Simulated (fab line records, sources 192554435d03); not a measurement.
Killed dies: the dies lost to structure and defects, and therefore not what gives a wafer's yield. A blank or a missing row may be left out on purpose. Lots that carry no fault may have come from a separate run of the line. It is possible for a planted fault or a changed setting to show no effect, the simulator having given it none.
Matching of chambers :: flow n5-finfet :: N5_DUMMY_GATE_ETCH_44 on rie-si-06 has 4 sister chambers
The step etches poly-Si in HBr/O2, stops on SiO2, target depth 127.5 nm. 8 wafers are shown with their chamber, then 9 later ones without.

EACH WAFER AND ITS CHAMBER
wafer: L079.1
chamber: 1
drypump-motor-current-A (A): 6.0
throttle-valve-pct (%): 18.63

wafer: L081.3
chamber: 3
drypump-motor-current-A (A): 5.0
throttle-valve-pct (%): 18.49

wafer: L084.1
chamber: 0
drypump-motor-current-A (A): 5.6
throttle-valve-pct (%): 18.51

wafer: L088.1
chamber: 0
drypump-motor-current-A (A): 5.6
throttle-valve-pct (%): 18.49

wafer: L088.5
chamber: 1
drypump-motor-current-A (A): 6.0
throttle-valve-pct (%): 18.63

wafer: L092.2
chamber: 2
drypump-motor-current-A (A): 4.9
throttle-valve-pct (%): 18.48

wafer: L092.5
chamber: 3
drypump-motor-current-A (A): 5.1
throttle-valve-pct (%): 18.51

wafer: L092.6
chamber: 2
drypump-motor-current-A (A): 4.9
throttle-valve-pct (%): 18.49

WAFERS WITHOUT THEIR CHAMBER
wafer: L094.1
drypump-motor-current-A (A): 5.1
throttle-valve-pct (%): 18.50

wafer: L094.5
drypump-motor-current-A (A): 4.9
throttle-valve-pct (%): 18.50

wafer: L094.6
drypump-motor-current-A (A): 5.1
throttle-valve-pct (%): 18.50

wafer: L096.1
drypump-motor-current-A (A): 5.6
throttle-valve-pct (%): 18.50

wafer: L096.3
drypump-motor-current-A (A): 6.0
throttle-valve-pct (%): 18.63

wafer: L096.5
drypump-motor-current-A (A): 5.1
throttle-valve-pct (%): 18.50

wafer: L097.1
drypump-motor-current-A (A): 6.0
throttle-valve-pct (%): 18.61

wafer: L097.2
drypump-motor-current-A (A): 4.9
throttle-valve-pct (%): 18.47

wafer: L097.3
drypump-motor-current-A (A): 5.1
throttle-valve-pct (%): 18.50

WHICH CHAMBER EACH ONE RAN IN
wafer: L094.1
from the rows above: 3
in truth: 3

wafer: L094.5
from the rows above: 2
in truth: 2

wafer: L094.6
from the rows above: 3
in truth: 3

wafer: L096.1
from the rows above: 0
in truth: 0

wafer: L096.3
from the rows above: 1
in truth: 1

wafer: L096.5
from the rows above: 3
in truth: 3

wafer: L097.1
from the rows above: 1
in truth: 1

wafer: L097.2
from the rows above: 2
in truth: 2

wafer: L097.3
from the rows above: 3
in truth: 3
9 of 9 placed correctly. Number that these rows cannot place: 0. Number placed wrongly: 0.
How it was worked out, from the rows above alone: a wafer's distance from a chamber is the root of the sum, over the readings, of the square of ((its reading less the chamber's mean) divided by the reading's scatter). If the next closest chamber is less than 2 further off than the closest, the wafer can't be placed; otherwise it belongs to the closest. Each chamber's mean is taken over the wafers shown for it. The scatter is the square root of a quotient: the sum, over the shown wafers, of each reading's squared deviation from its chamber's mean, divided by wafers minus chambers.
